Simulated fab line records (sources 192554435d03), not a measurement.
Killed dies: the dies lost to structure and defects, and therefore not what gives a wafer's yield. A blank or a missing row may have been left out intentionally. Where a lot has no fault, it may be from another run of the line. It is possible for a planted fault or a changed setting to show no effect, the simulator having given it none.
Which tool was responsible? | flow n5Finfet | 9 lots, 27 wafers sampled, at 6 steps of a route of 1938

WHAT THE GAUGES SHOWED, per wafer
N5_PMOS_HMC_CHANNEL_EPI_INSPECT_30: inspects for defects (darkfield).
lot  | measured    | on               | rawDefectCount
L592 | day 2 15:54 | defectInspect-02 | 18 16 13
L594 | day 3 02:46 | defectInspect-02 | 25 27 26
L596 | day 3 14:26 | defectInspect-01 | 22 8 29
L599 | day 4 08:47 | defectInspect-02 | 17 27 28
L600 | day 4 14:26 | defectInspect-01 | 17 24 34
L603 | day 5 08:37 | defectInspect-01 | 26 17 20
L605 | day 5 20:14 | defectInspect-01 | 10 25 31
L610 | day 7 02:47 | defectInspect-02 | 19 12 17
L611 | day 7 08:54 | defectInspect-01 | 11 22 15

N5_FIN_SAQP_CD_MEAS_16: the cd target is 35.6 nm.
lot  | measured    | on       | cdNm (nm)
L592 | day 2 17:14 | cdSem-01 | 36.4 36.1 36.5
L594 | day 3 04:06 | cdSem-03 | 35.5 34.8 35.3
L596 | day 3 15:45 | cdSem-02 | 35.7 35.4 35.3
L599 | day 4 10:25 | cdSem-03 | 36.4 35.6 35.4
L600 | day 4 15:44 | cdSem-01 | 35.6 35.6 35.3
L603 | day 5 11:22 | cdSem-01 | 35.7 35.5 35.6
L605 | day 5 21:34 | cdSem-01 | 27.8 28.9 34.0
L610 | day 7 04:14 | cdSem-03 | 35.6 35.2 35.5
L611 | day 7 10:06 | cdSem-01 | 35.5 35.2 35.5

N5_BEOL_M4_RC_MEAS_101.
lot  | measured     | on        | DIBL_N (mV/V)  | DIBL_P (mV/V)  | IOFF_N (nA/um)    | IOFF_P (nA/um)    | ION_N (uA/um) | ION_P (uA/um) | SS_N (mV/dec)  | SS_P (mV/dec)  | VT_N (mV)         | VT_P (mV)
L592 | day 8 20:08  | prober-01 | 34.5 34.6 34.0 | 35.1 34.9 34.1 | 0.138 0.140 0.121 | 0.196 0.194 0.177 | 682 670 664   | 470 465 456   | 70.4 70.7 70.3 | 73.4 72.7 72.9 | 250.0 251.1 253.0 | -249 -251 -254
L594 | day 9 14:22  | prober-02 | 37.6 37.2 36.1 | 37.0 36.6 35.7 | 0.164 0.149 0.144 | 0.198 0.181 0.183 | 679 673 674   | 458 457 465   | 71.6 71.4 71.0 | 73.7 74.1 73.3 | 248.7 252.1 251.6 | -252 -253 -251
L596 | day 10 17:09 | prober-01 | 35.4 36.3 34.9 | 36.0 36.8 35.4 | 0.149 0.161 0.133 | 0.187 0.198 0.178 | 678 689 667   | 464 469 464   | 71.4 71.6 71.3 | 72.9 73.5 73.0 | 248.8 249.3 252.8 | -254 -252 -255
L599 | day 11 05:05 | prober-01 | 34.4 36.1 37.6 | 33.4 36.1 37.4 | 0.117 0.154 0.181 | 0.192 0.227 0.253 | 669 680 684   | 470 474 470   | 70.6 71.4 71.6 | 72.5 73.4 74.0 | 253.2 250.9 246.6 | -245 -247 -247
L600 | day 11 13:34 | prober-01 | 35.5 37.7 35.9 | 35.8 37.8 35.3 | 0.165 0.204 0.152 | 0.222 0.267 0.218 | 687 678 678   | 467 470 469   | 71.0 71.8 71.9 | 73.1 73.8 73.3 | 245.4 246.3 252.4 | -249 -248 -250
L603 | day 12 09:59 | prober-02 | 35.4 34.9 35.6 | 37.3 36.4 37.5 | 0.158 0.147 0.172 | 0.225 0.215 0.238 | 674 675 680   | 462 469 472   | 71.5 71.8 70.5 | 74.0 73.4 73.7 | 251.2 249.0 248.5 | -249 -249 -246
L605 | day 12 17:11 | prober-01 | 35.7           | 36.4           | 0.152             | 0.187             | 672           | 453           | 72.4           | 73.1           | 251.7             | -254
L610 | day 13 20:10 | prober-02 | 37.6 37.3 37.2 | 36.5 37.1 36.3 | 0.155 0.156 0.147 | 0.207 0.218 0.203 | 665 680 671   | 457 465 467   | 71.7 71.6 71.3 | 72.6 72.3 73.1 | 250.2 250.3 250.7 | -250 -249 -249
L611 | day 14 17:31 | prober-02 | 36.7 36.6 37.7 | 36.1 35.9 38.0 | 0.170 0.166 0.184 | 0.206 0.199 0.240 | 676 676 690   | 466 461 471   | 71.5 70.6 72.1 | 73.0 73.5 73.9 | 247.0 250.3 245.6 | -251 -252 -249

EACH LOT AND THE TOOL THAT RAN IT (in order: tool; ch and the chambers of the sampled wafers; start)
lot  | N5_PMOS_HMC_CHANNEL_EPI_ETCH_38 | N5_FIN_SAQP_EXPOSE_13            | N5_FIN_SAQP_DESCUM_21
L592 | rieSi-03 ch 0,3, day 2 12:37    | arfiScanner-02 ch 0, day 2 17:07 | rieDiel-04 ch 1,2,3, day 2 17:23
L594 | rieSi-05 ch 1,2,3, day 3 00:22  | arfiScanner-01 ch 0, day 3 03:58 | rieDiel-01 ch 0,2, day 3 04:11
L596 | rieSi-03 ch 0,3, day 3 11:44    | arfiScanner-02 ch 0, day 3 15:38 | rieDiel-01 ch 2,3, day 3 15:51
L599 | rieSi-05 ch 0,1,2, day 4 06:23  | arfiScanner-01 ch 0, day 4 10:17 | rieDiel-02 ch 1,2,3, day 4 10:31
L600 | rieSi-04 ch 0,1,3, day 4 12:06  | arfiScanner-01 ch 0, day 4 15:36 | rieDiel-02 ch 0,2,3, day 4 15:50
L603 | rieSi-04 ch 0,2,3, day 5 06:08  | arfiScanner-02 ch 0, day 5 11:14 | rieDiel-02 ch 1,2,3, day 5 11:28
L605 | rieSi-04 ch 0,3, day 5 17:49    | arfiScanner-01 ch 0, day 5 21:27 | rieDiel-02 ch 1,2, day 5 22:10
L610 | rieSi-05 ch 0,1,2, day 7 00:15  | arfiScanner-03 ch 0, day 7 04:07 | rieDiel-04 ch 0,1, day 7 04:20
L611 | rieSi-03 ch 2,3, day 7 06:05    | arfiScanner-03 ch 0, day 7 09:59 | rieDiel-04 ch 0,1,2, day 7 10:13
- N5_PMOS_HMC_CHANNEL_EPI_ETCH_38: etches SiO2 in CF4, target depth 1.5 nm.
- N5_FIN_SAQP_EXPOSE_13: exposes mask FIN CORE, target cd 35.6 nm.
- N5_FIN_SAQP_DESCUM_21: chemistry O2, time 7.9 s.

WHAT THE TOOLS THEMSELVES READ (means of the sampled wafers that have a number; where no wafer has one, the mark that the record gives instead)
N5_PMOS_HMC_CHANNEL_EPI_ETCH_38.
lot  | tool     | drypumpMotorCurrentA (A) | oesProductAu (a.u.) | throttleValvePct (%)
L592 | rieSi-03 | 5.77                     | 0.985               | 21.50
L594 | rieSi-05 | 5.72                     | 0.997               | 21.95
L596 | rieSi-03 | 5.77                     | 0.993               | 21.51
L599 | rieSi-05 | 5.78                     | 1.005               | 21.92
L600 | rieSi-04 | 6.08                     | 0.988               | 22.05
L603 | rieSi-04 | 5.65                     | 0.993               | 22.02
L605 | rieSi-04 | 5.82                     | 0.999               | 22.17
L610 | rieSi-05 | 5.79                     | 1.004               | 21.92
L611 | rieSi-03 | 6.09                     | 1.004               | 21.66

N5_FIN_SAQP_EXPOSE_13.
lot  | tool           | exposureDoseMJCm2
L592 | arfiScanner-02 | 63.08
L594 | arfiScanner-01 | 63.15
L596 | arfiScanner-02 | 63.18
L599 | arfiScanner-01 | 63.22
L600 | arfiScanner-01 | 63.19
L603 | arfiScanner-02 | 63.24
L605 | arfiScanner-01 | 60.49
L610 | arfiScanner-03 | 63.19
L611 | arfiScanner-03 | 63.10

N5_FIN_SAQP_DESCUM_21.
lot  | tool       | drypumpMotorCurrentA (A) | oesProductAu (a.u.) | rfVppV (V) | showerheadPlenumPTorr (Torr) | throttleValvePct (%)
L592 | rieDiel-04 | 5.5                      | 0.87                | 244.5      | 2.12                         | 20.49
L594 | rieDiel-01 | 5.6                      | 0.97                | 245.8      | 2.23                         | 20.14
L596 | rieDiel-01 | 5.9                      | 0.98                | 244.6      | 2.18                         | 20.21
L599 | rieDiel-02 | 5.1                      | 0.79                | 243.8      | 2.13                         | 20.40
L600 | rieDiel-02 | 5.4                      | 0.74                | 244.1      | 2.15                         | 20.48
L603 | rieDiel-02 | 5.1                      | 0.79                | 244.3      | 2.13                         | 20.41
L605 | rieDiel-02 | 5.2                      | 0.78                | 242.9      | 2.10                         | 20.45
L610 | rieDiel-04 | 5.6                      | 0.79                | 243.5      | 2.07                         | 20.53
L611 | rieDiel-04 | 5.5                      | 0.84                | 243.1      | 2.08                         | 20.46

THE ANSWER, worked out from the rows above alone
Rule: usual is defined by the lots themselves. The widest of any qualifying gaps counts: lots, ordered by their means at a reading, are off when they make up no more than a third of the lots, leave a main group of 4 or more, and stand apart from it by 3 or more times the standard deviation of that group's means. A main group whose means are all the same, to the digits that the tables above print for the reading, isn't used. A lot without any number at a reading at which 4 lots or more have one is off too. The other lots that the step has rows for count as sound. First the gauges in route order, then the tools' own readings, where a lot's mean is used as printed above. The first step at which some lot is off is used, and at that step the reading that is off furthest; a lot without a number counts as furthest.
Off at N5_FIN_SAQP_CD_MEAS_16 (cdNm): L605. For the main group the mean is 35.6 nm and the standard deviation 0.32.
If a tool, at a process step before that reading, ran all the lots that are off and no sound lot after the first of them, it fits. The gauges at N5_FIN_SAQP_CD_MEAS_16 aren't tried: what is off there is off at N5_FIN_SAQP_EXPOSE_13 too, on other tools, and a gauge's error can't cause that. This does not decide it: 2 tools fit, namely rieSi-04 at N5_PMOS_HMC_CHANNEL_EPI_ETCH_38 and arfiScanner-01 at N5_FIN_SAQP_EXPOSE_13.

WHAT HAD BEEN PUT IN BY THE SIMULATOR
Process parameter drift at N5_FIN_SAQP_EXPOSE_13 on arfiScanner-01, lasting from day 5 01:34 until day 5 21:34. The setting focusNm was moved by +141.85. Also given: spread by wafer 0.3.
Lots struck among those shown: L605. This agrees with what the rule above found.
